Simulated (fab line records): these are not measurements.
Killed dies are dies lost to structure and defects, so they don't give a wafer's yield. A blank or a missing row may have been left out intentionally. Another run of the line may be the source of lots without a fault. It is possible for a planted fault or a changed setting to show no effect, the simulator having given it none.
Matching of chambers -- flow n5 finfet -- N5_HKMG_FIN_ALD_36 on ald metal-01: 4 sister chambers
The step deposits TiN, target thk 1 nm, pulse time 1 s, purge time 3 s. 14 wafers are shown with their chamber, then 7 later ones without.

EACH WAFER AND ITS CHAMBER
wafer,chamber,heater power outer w (W),heater power w (W),precursor pulse height rel
L077.2,1,665,1072,0.990
L077.5,2,458,757,0.988
L077.6,0,538,833,1.010
L084.2,1,677,1075,0.996
L084.3,2,457,753,1.017
L084.6,3,537,873,1.017
L083.2,0,541,825,1.013
L083.5,3,523,880,1.003
L083.6,2,457,750,0.998
L088.2,3,542,854,1.005
L088.3,1,661,1078,1.008
L088.5,2,458,726,0.993
L089.1,1,665,1067,1.031
L089.2,0,535,840,1.005

SIGNATURES (means of the wafers above)
reading,chamber 0,chamber 1,chamber 2,chamber 3,scatter within a chamber
heater power outer w,538.00,667.00,457.50,534.00,5.97
heater power w,832.67,1073.00,746.50,869.00,10.6
precursor pulse height rel,1.00933,1.00625,0.99900,1.00833,0.0127
Rule: distance of a wafer from a chamber = root of the sum over the readings of ((wafer's reading minus chamber's mean) / reading's scatter) squared. If the next closest chamber is less than 2 further off than the closest, the wafer can't be placed; otherwise it belongs to the closest. The scatter: take each reading less its chamber's mean, square it, sum over the shown wafers, divide by the number of wafers less the number of chambers, and take the root.

WAFERS MISSING THEIR CHAMBER
wafer,heater power outer w (W),heater power w (W),precursor pulse height rel
L089.5,682,1093,0.982
L093.1,548,893,0.989
L093.3,460,741,1.000
L093.6,532,842,0.991
L094.2,528,877,1.049
L094.3,471,729,1.023
L094.5,688,1085,1.029

WHICH CHAMBER EACH ONE RAN IN
wafer,from the rows above,in truth
L089.5,1,1
L093.1,3,3
L093.3,2,2
L093.6,can't be placed: 0 or 3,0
L094.2,3,3
L094.3,2,2
L094.5,1,1
Correct placement for 6 of the 7. These rows do not allow placing 1 (true chamber among the candidates in 1). 0 placed wrongly.
